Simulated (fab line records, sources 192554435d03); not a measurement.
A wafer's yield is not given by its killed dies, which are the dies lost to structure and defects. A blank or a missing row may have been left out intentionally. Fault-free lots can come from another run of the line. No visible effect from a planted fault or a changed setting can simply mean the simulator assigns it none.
A struck lot beside a sound one ; flow n5_finfet ; 27 steps out of a route of 1938
Sound: the wafers L595.1, L595.4, L595.5. Wafers struck: L598.1, L598.4, L598.5. The cause is named last.
At each step with rows: each side's tool, then ch and its chambers, then its first start. Under that, the readings that differ: sound wafers ; struck wafers ; difference of the means ; sigmas: that difference in standard deviations of wafers without a fault.
alike: words and numbers the same on both sides, and readings whose means are apart by under 2 such deviations; not compared: readings that were withheld, readings missing a value for some wafer, numbers with overlapping values and no deviation given by the record, and bounds like >300 which may hide the same value.
The two part at a step that has a row with sigmas, a row that says differs or no value, or rows on one side only. Numbers that don't overlap but have no deviation are shown without sigmas and don't part them. Lack of a reading on every wafer of one side parts them only where that side has two or more wafers.

first, 10 steps without rows for these wafers: N5_FIN_SAQP_PRECLEAN_00 (cleans in SC1, time 60 s); N5_FIN_SAQP_PRECLEAN_44 (cleans in SC2, time 45 s); N5_FIN_SAQP_SRD_01 (time 30 s); N5_FIN_SAQP_ALD_61 (deposits SiO2, target thk 4 nm, pulse time 1 s, purge time 2 s); N5_FIN_SAQP_DENSIFY_62 (time 60 s); N5_FIN_SAQP_HM_DEP_03 (deposits SiNx from SiH4/NH3/N2, target thk 38 nm, time 33.6 s); N5_FIN_SAQP_PECVD_47 (deposits a-Si from SiH4/He, target thk 45 nm, time 36.3 s); N5_FIN_SAQP_PECVD_48 (deposits SiNx from SiH4/NH3/N2, target thk 25 nm, time 22.1 s); N5_FIN_SAQP_PECVD_06 (deposits a-Si from SiH4/He, target thk 60 nm, time 48.1 s); N5_FIN_SAQP_HM_DEP_72 (deposits SiO2 from SiH4/N2O, target thk 12 nm, time 7.2 s).
N5_FIN_SAQP_COAT_49: time 60 s, resist thk 100 nm.
  sound on litho_track-05 ch 0, day 4 22:32; struck on litho_track-05 ch 0, day 5 15:01
reading;sound;struck;difference;sigmas
spin_speed_rpm (rpm);1497.8 1500.3 1498.8;1543.4 1544.9 1542.7;+44.7;+45
model.SOC_of_FIN_SAQP_COAT_49.thk_nm (nm);99.82 99.71 99.75;98.52 98.41 98.53;-1.27;
then, 9 steps without rows for these wafers: N5_FIN_SAQP_COAT_50 (time 60 s, resist thk 35 nm); N5_FIN_SAQP_COAT_10 (resist thk 90 nm); N5_FIN_SAQP_EBR_12; N5_FIN_SAQP_SOFTBAKE_11 (time 60 s); N5_FIN_SAQP_EXPOSE_13 (exposes mask FIN CORE, target cd 35.6 nm); N5_FIN_SAQP_PEB_14 (peb time 60 s); N5_FIN_SAQP_DEVELOP_15 (develop time 30 s); N5_FIN_SAQP_DESCUM_21 (chemistry O2, time 7.9 s); N5_FIN_SAQP_ETCH_51 (etches SiARC in CF4, target depth 45.5 nm, time 75.8 s).
N5_FIN_SAQP_ETCH_52: etches SOC in N2/H2, target depth 100 nm, overetch 20 nm, time 150 s.
  sound on rie_diel-03 ch 1,2, day 4 23:06; struck on rie_diel-03 ch 1,3, day 5 15:37
reading;sound;struck;difference;sigmas
model.etch.depth_nm (nm);99.82 99.71 99.75;98.52 98.41 98.53;-1.27;
  alike: chamber_pressure_mTorr, drypump_motor_current_A, oes_product_au, rf_vpp_V, showerhead_plenum_p_Torr, throttle_valve_pct
  not compared: rf_hours_counter_h
then, 3 steps without rows for these wafers: N5_FIN_SAQP_STRIP_53 (strips in N2/H2); N5_FIN_SAQP_HM_OPEN_73 (chemistry CHF3/O2, target SiO2, stops on a-Si, target depth 12 nm, time 16.8 s); N5_FIN_SAQP_STRIP_74 (strips in CHF3/O2).
N5_FIN_SAQP_MANDREL_ETCH_22: etches a-Si in HBr/Cl2, stops on SiNx, target depth 60 nm, bt time 10 s, time 30 s.
  sound on rie_si-02 ch 1,2, day 4 23:17; struck on rie_si-02 ch 0,3, day 5 15:54
reading;sound;struck;difference;sigmas
model.SOC_of_FIN_SAQP_COAT_49.thk_nm (nm);76.14 75.68 76.04;74.51 74.35 74.43;-1.52;
  alike: chamber_pressure_mTorr, drypump_motor_current_A, oes_product_au, throttle_valve_pct
  not compared: rf_hours_counter_h
then, 1 step without rows for these wafers: N5_FIN_SAQP_STRIP_55 (strips in N2/H2).
-- record jumps: 6 days separate the struck wafers' starts on either side; left off in module FIN_SAQP, taken up again in module BEOL_M4, whose first shown step is the route's number 1111 --
N5_BEOL_M4_RC_MEAS_101:
  sound on prober-01 ch 0, day 10 23:35; struck on prober-01 ch 0, day 11 20:12
  alike: DIBL_N, DIBL_P, IOFF_N, IOFF_P, ION_N, ION_P, SS_N, SS_P, VT_N, VT_P

WHERE THEY PART
N5_FIN_SAQP_COAT_49 only, going by this record. Later steps at which nothing parts them and some readings are alike: N5_FIN_SAQP_ETCH_52, N5_FIN_SAQP_MANDREL_ETCH_22, N5_BEOL_M4_RC_MEAS_101.

WHY: the cause the simulator had injected
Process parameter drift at N5_FIN_SAQP_COAT_49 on litho_track-05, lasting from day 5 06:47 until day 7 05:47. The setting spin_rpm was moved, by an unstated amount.
